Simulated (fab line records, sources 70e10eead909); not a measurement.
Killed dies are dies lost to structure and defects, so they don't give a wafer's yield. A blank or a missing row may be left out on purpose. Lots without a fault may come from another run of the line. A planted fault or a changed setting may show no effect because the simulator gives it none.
Chamber matching | flow nand_harc | NHARC_A_CONTACT_DESCUM_74 on rie_diel-01: 4 sister chambers
The step chemistry O2, time 3 s. 4 wafers are shown with their chamber, then 9 later ones without.

WAFERS WITH THEIR CHAMBER
wafer  | chamber | drypump_motor_current_A (A)
L082.1 | 1       | 5.2
L086.1 | 3       | 5.1
L086.3 | 2       | 6.3
L086.5 | 0       | 5.8

WAFERS WITHOUT THEIR CHAMBER
wafer  | drypump_motor_current_A (A)
L085.1 | 6.3
L085.2 | 5.8
L085.4 | 5.8
L095.2 | 5.8
L095.4 | 6.4
L095.6 | 5.1
L097.2 | 5.0
L097.3 | 5.8
L097.6 | 5.0

WHICH CHAMBER EACH WENT THROUGH
wafer  | from the rows above     | in truth
L085.1 | 2                       | 2
L085.2 | 0                       | 0
L085.4 | 0                       | 0
L095.2 | 0                       | 0
L095.4 | 2                       | 2
L095.6 | can't be placed: 3 or 1 | 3
L097.2 | can't be placed: 3 or 1 | 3
L097.3 | 0                       | 0
L097.6 | can't be placed: 3 or 1 | 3
Placed correctly: 6 of 9. Can't be placed from these rows: 3 (the true chamber is among the candidates in 3). Placed wrongly: 0.
How it was worked out, from the rows above alone: a wafer's distance from a chamber is the root of the sum, over the readings, of the square of ((its reading less the chamber's mean) divided by the reading's scatter). The wafer belongs to the nearest chamber; if the next one is less than 2 further off, it can't be placed. A chamber's mean is the mean of its shown wafers. The scatter: with one shown wafer a chamber, the root of the mean of the squares of how far each hidden wafer lies from its nearest shown one.
